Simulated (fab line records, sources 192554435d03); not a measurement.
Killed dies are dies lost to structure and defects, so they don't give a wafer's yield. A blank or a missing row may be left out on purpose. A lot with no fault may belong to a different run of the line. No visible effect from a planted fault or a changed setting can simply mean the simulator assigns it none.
Split-lot study || flow n5Finfet || on a route of 1938 steps: 7 lots, 21 wafers read

ON THE SPLIT
At N5_PMOS_HMC_CHANNEL_EPI_PEB_07 (peb time 60 s), the setting pebTempC was moved away from the recipe's 110 C on 5 of the 21 wafers read, by +1.7% to +3.2%. For the rest of the wafers, this setting stayed at what the recipe calls for.

FROM THE SPLIT TO THE READING: what the file shows between them, 1 step
- N5_PMOS_HMC_CHANNEL_EPI_DEVELOP_08: develop time 30 s (also split here: developTimeS)

THE READING
Shown in nm: cdNm at N5_PMOS_HMC_CHANNEL_EPI_CD_MEAS_09, with target cd 237.4 nm. Fault-free wafers of this fab line usually give 237.7 nm, standard deviation 0.82 nm.

{"wafer": "L077.3", "tool, chamber at the split": "lithoTrack-03, 0", "pebTempC as run, C": 110, "against the recipe": "recipe", "cdNm, nm": 237.0, "against lot-mates on the recipe": "-"}
{"wafer": "L077.5", "tool, chamber at the split": "lithoTrack-03, 0", "pebTempC as run, C": 110, "against the recipe": "recipe", "cdNm, nm": 239.5, "against lot-mates on the recipe": "-"}
{"wafer": "L077.6", "tool, chamber at the split": "lithoTrack-03, 0", "pebTempC as run, C": 110, "against the recipe": "recipe", "cdNm, nm": 236.9, "against lot-mates on the recipe": "-"}
{"wafer": "L078.1", "tool, chamber at the split": "lithoTrack-04, 0", "pebTempC as run, C": 110, "against the recipe": "recipe", "cdNm, nm": 238.2, "against lot-mates on the recipe": "-"}
{"wafer": "L078.2", "tool, chamber at the split": "lithoTrack-04, 0", "pebTempC as run, C": 112.4, "against the recipe": "+2.2%", "cdNm, nm": 244.9, "against lot-mates on the recipe": "+6.7"}
{"wafer": "L078.3", "tool, chamber at the split": "lithoTrack-04, 0", "pebTempC as run, C": 112.4, "against the recipe": "+2.2%", "cdNm, nm": 247.4, "against lot-mates on the recipe": "+9.2"}
{"wafer": "L083.4", "tool, chamber at the split": "lithoTrack-05, 0", "pebTempC as run, C": 110, "against the recipe": "recipe", "cdNm, nm": 237.7, "against lot-mates on the recipe": "-"}
{"wafer": "L083.5", "tool, chamber at the split": "lithoTrack-05, 0", "pebTempC as run, C": 110, "against the recipe": "recipe", "cdNm, nm": 237.5, "against lot-mates on the recipe": "-"}
{"wafer": "L083.6", "tool, chamber at the split": "lithoTrack-05, 0", "pebTempC as run, C": 110, "against the recipe": "recipe", "cdNm, nm": 237.3, "against lot-mates on the recipe": "-"}
{"wafer": "L086.1", "tool, chamber at the split": "lithoTrack-04, 0", "pebTempC as run, C": 110, "against the recipe": "recipe", "cdNm, nm": 236.8, "against lot-mates on the recipe": "-"}
{"wafer": "L086.4", "tool, chamber at the split": "lithoTrack-04, 0", "pebTempC as run, C": 110, "against the recipe": "recipe", "cdNm, nm": 237.3, "against lot-mates on the recipe": "-"}
{"wafer": "L086.5", "tool, chamber at the split": "lithoTrack-04, 0", "pebTempC as run, C": 110, "against the recipe": "recipe", "cdNm, nm": 237.7, "against lot-mates on the recipe": "-"}
{"wafer": "L087.1", "tool, chamber at the split": "lithoTrack-04, 0", "pebTempC as run, C": 110, "against the recipe": "recipe", "cdNm, nm": 237.8, "against lot-mates on the recipe": "-"}
{"wafer": "L087.4", "tool, chamber at the split": "lithoTrack-04, 0", "pebTempC as run, C": 112, "against the recipe": "+1.8%", "cdNm, nm": 242.9, "against lot-mates on the recipe": "+5.5"}
{"wafer": "L087.6", "tool, chamber at the split": "lithoTrack-04, 0", "pebTempC as run, C": 110, "against the recipe": "recipe", "cdNm, nm": 237.1, "against lot-mates on the recipe": "-"}
{"wafer": "L088.2", "tool, chamber at the split": "lithoTrack-03, 0", "pebTempC as run, C": 110, "against the recipe": "recipe", "cdNm, nm": 238.0, "against lot-mates on the recipe": "-"}
{"wafer": "L088.3", "tool, chamber at the split": "lithoTrack-03, 0", "pebTempC as run, C": 110, "against the recipe": "recipe", "cdNm, nm": 237.3, "against lot-mates on the recipe": "-"}
{"wafer": "L088.5", "tool, chamber at the split": "lithoTrack-03, 0", "pebTempC as run, C": 113.5, "against the recipe": "+3.2%", "cdNm, nm": 247.9, "against lot-mates on the recipe": "+10.2"}
{"wafer": "L092.2", "tool, chamber at the split": "lithoTrack-05, 0", "pebTempC as run, C": 111.9, "against the recipe": "+1.7%", "cdNm, nm": 242.9, "against lot-mates on the recipe": "+6.2"}
{"wafer": "L092.3", "tool, chamber at the split": "lithoTrack-05, 0", "pebTempC as run, C": 110, "against the recipe": "recipe", "cdNm, nm": 237.0, "against lot-mates on the recipe": "-"}
{"wafer": "L092.5", "tool, chamber at the split": "lithoTrack-05, 0", "pebTempC as run, C": 110, "against the recipe": "recipe", "cdNm, nm": 236.4, "against lot-mates on the recipe": "-"}

FIT RESULTS
A straight line over all 21 wafers: cdNm changes by +3.48 nm for each +1% of pebTempC; r = +0.97; the points scatter about the line by 0.88 nm.
The same after taking each lot's own level away (the mean of its wafers on the recipe; 21 wafers): +3.39 nm for each +1%; r = +0.98; scatter 0.73 nm.
On that fit, the largest move of pebTempC shifts the reading by 11 nm.
Measured against the standard deviation above, the lots' own levels, which go from 236.70 to 238.20 nm, span 1.8 times it.
So the lot-to-lot level changes the slope little: the two slopes agree.
Check: with one of the wafers moved furthest among these (+3.2%) left out of the fit, the line predicts +11.1 nm for it against its lot-mates. It came out at +10.2 nm against them.

THESE WAFERS: OTHER SPLITS
Other splits were also applied to these wafers ahead of the reading. Each is held against what the fit with the lots' levels taken away leaves over:
{"other split on the same wafers": "N5_ZERO_LAYER_PECVD_02 timeS", "wafers away from the commonest value": 6, "r with cdNm (lot level and that fit taken away)": -0.13}
{"other split on the same wafers": "N5_ZERO_LAYER_COAT_05 spinRpm", "wafers away from the commonest value": 8, "r with cdNm (lot level and that fit taken away)": "+0.06"}
{"other split on the same wafers": "N5_PMOS_HMC_CHANNEL_EPI_DEVELOP_08 developTimeS", "wafers away from the commonest value": 5, "r with cdNm (lot level and that fit taken away)": "+0.57"}

THE WHOLE CHAIN: every reading that the file lists as answering this split, in the file's order
{"step": "N5_PMOS_HMC_CHANNEL_EPI_CD_MEAS_09", "what it does": "target cd 237.4 nm", "reading": "cdNm", "change (the file's fit)": "+3.33 nm for each +1% of the setting", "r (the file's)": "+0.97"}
{"step": "N5_PMOS_HMC_CHANNEL_EPI_DESCUM_14", "what it does": "chemistry O2, time 7.9 s", "reading": "PMOS_HMC_CHANNEL_EPI.cdNm (the simulator's own value, which no gauge read)", "change (the file's fit)": "+3.32 nm for each +1% of the setting", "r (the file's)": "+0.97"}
{"step": "N5_PMOS_HMC_CHANNEL_EPI_ETCH_32", "what it does": "etches BARC in N2/H2, stops on SiO2, target depth 85.8 nm, time 50.3 s", "reading": "PMOS_HMC_CHANNEL_EPI.cdNm (the simulator's own value, which no gauge read)", "change (the file's fit)": "+3.4 nm for each +1% of the setting", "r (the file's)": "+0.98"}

THE FILE'S OWN FIT
cdNm changes by +3.33 nm for each +1% of pebTempC, r = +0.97.
